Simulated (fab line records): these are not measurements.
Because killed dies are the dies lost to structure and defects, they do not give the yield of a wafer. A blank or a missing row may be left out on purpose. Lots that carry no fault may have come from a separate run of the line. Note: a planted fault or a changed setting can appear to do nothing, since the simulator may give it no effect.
Comparing a struck lot with a sound one    flow n5_finfet    15 out of 1938 route steps
Sound: these wafers, L447.2, L447.3, L447.5. Struck: wafer L441.4; the same lot's L441.1 was not struck, so it is left out; see the end for the cause.
For every step that has rows: the tool of each side, followed by ch and its chambers, followed by its first start. Under that, the readings that differ: sound wafers    struck wafers    difference of the means    sigmas: that difference in standard deviations of wafers without a fault.
alike: readings whose means differ by less than 2 such deviations, and words and numbers that are the same on both sides. not compared: withheld readings, readings that some wafer has no value for, bounds like >300 that may hide the same value, and numbers for which the record gives no deviation and whose values overlap.
The two part at a step that has a row with sigmas, a row that says differs or no value, or rows on one side only. Numbers that have no deviation but don't overlap get no sigmas and don't part them. A reading that every wafer of one side lacks parts them only if that side has two wafers or more.

N5_BEOL_M10_TRENCH_ETCH_37: etches SiCOH lowk in C4F6/O2, target depth 148.83 nm, time 48 s.
  sound: rie_diel-06 ch 0,2,3; struck: rie_diel-01 ch 1
  alike: bias_w, drypump_motor_current_A, oes_product_au, rf_vpp_V, showerhead_plenum_p_Torr, throttle_valve_pct
  not compared: rf_hours_counter_h
N5_BEOL_M10_ETCH_41: etches SiCN in CH3F/O2, target depth 42.6 nm, time 86 s.
  sound: rie_diel-06 ch 0,2,3; struck: rie_diel-01 ch 1
  alike: bias_w, drypump_motor_current_A, oes_product_au, rf_vpp_V, showerhead_plenum_p_Torr, throttle_valve_pct
  not compared: rf_hours_counter_h
N5_BEOL_M10_STRIP_77: strips in N2/H2, time 10 s.
  sound: rie_diel-06 ch 0,2,3; struck: rie_diel-01 ch 1
  alike: drypump_motor_current_A, n2_flow_sccm, oes_product_au, rf_vpp_V, showerhead_plenum_p_Torr, temp_c, throttle_valve_pct
  not compared: rf_hours_counter_h
N5_BEOL_M10_OCD_MEAS_38:
  struck on ocd-02, day 12 21:16; sound on ocd-02, day 13 21:37
  alike: trench_depth_nm
then, 4 steps without rows for these wafers: N5_BEOL_M10_HM_STRIP_39 (strips TiN in peroxide tin strip, target depth 25 nm, time 158 s); N5_BEOL_M10_SRD_40 (time 30 s); N5_BEOL_M10_PRECLEAN_42 (cleans in residue remover, time 60 s); N5_BEOL_M10_SRD_43 (time 30 s).
N5_BEOL_M10_CD_MEAS_35: the cd target is 70 nm.
  struck on cd_sem-03, day 12 21:25; sound on cd_sem-01, day 13 21:47
  alike: cd_nm
then, 2 steps without rows for these wafers: N5_BEOL_M10_CURE_72 (cures SiCOH lowk, time 120 s); N5_BEOL_M10_DEGAS_44 (time 60 s).
N5_BEOL_M10_PRE_CLEAN_45: time 30 s.
  struck on pvd_sputter-01, day 12 22:12; sound on pvd_sputter-02, day 13 22:32
  alike: heater_power_w, susceptor_temp_C
N5_BEOL_M10_ALD_74: deposits TaN, target thk 2 nm, pulse time 2 s, purge time 3 s.
  sound on ald_metal-04 ch 1,2,3, day 13 22:36; struck on ald_metal-02 ch 2, day 12 22:41
reading     sound     struck  difference  sigmas
ald_cycles  40 40 40  42      +2          
  alike: heater_power_w, susceptor_temp_C
N5_BEOL_M10_SURFACE_TREAT_76:
  struck on pvd_sputter-01, day 12 23:02; sound on pvd_sputter-01, day 13 22:56
  not compared: throttle_valve_pct
-- the record jumps here: 2 days lie between the struck wafers' starts before and after (it left off in module BEOL_M10 and takes up again in module PASSIVATION, whose first step shown is number 1936 of the route) --
N5_PASSIVATION_PROBE_49:
  struck on prober-02, day 15 02:31; sound on prober-01, day 15 20:45
reading          sound     struck  difference  sigmas
killed_at_M4_up  26 24 15  9       -13         -2
  alike: defect_limited_yield, killed_at_M0_to_M3, killed_at_contacts, killed_at_front_end, killed_at_other, killed_dies, killed_open, killed_short, sort_bin_5_function, sort_bin_6_memory, sort_bin_8_speed, sort_n_pass, sort_yield_pct

WHERE THEY PART
Within this record, at N5_PASSIVATION_PROBE_49 only.

WHY: what had been put in by the simulator
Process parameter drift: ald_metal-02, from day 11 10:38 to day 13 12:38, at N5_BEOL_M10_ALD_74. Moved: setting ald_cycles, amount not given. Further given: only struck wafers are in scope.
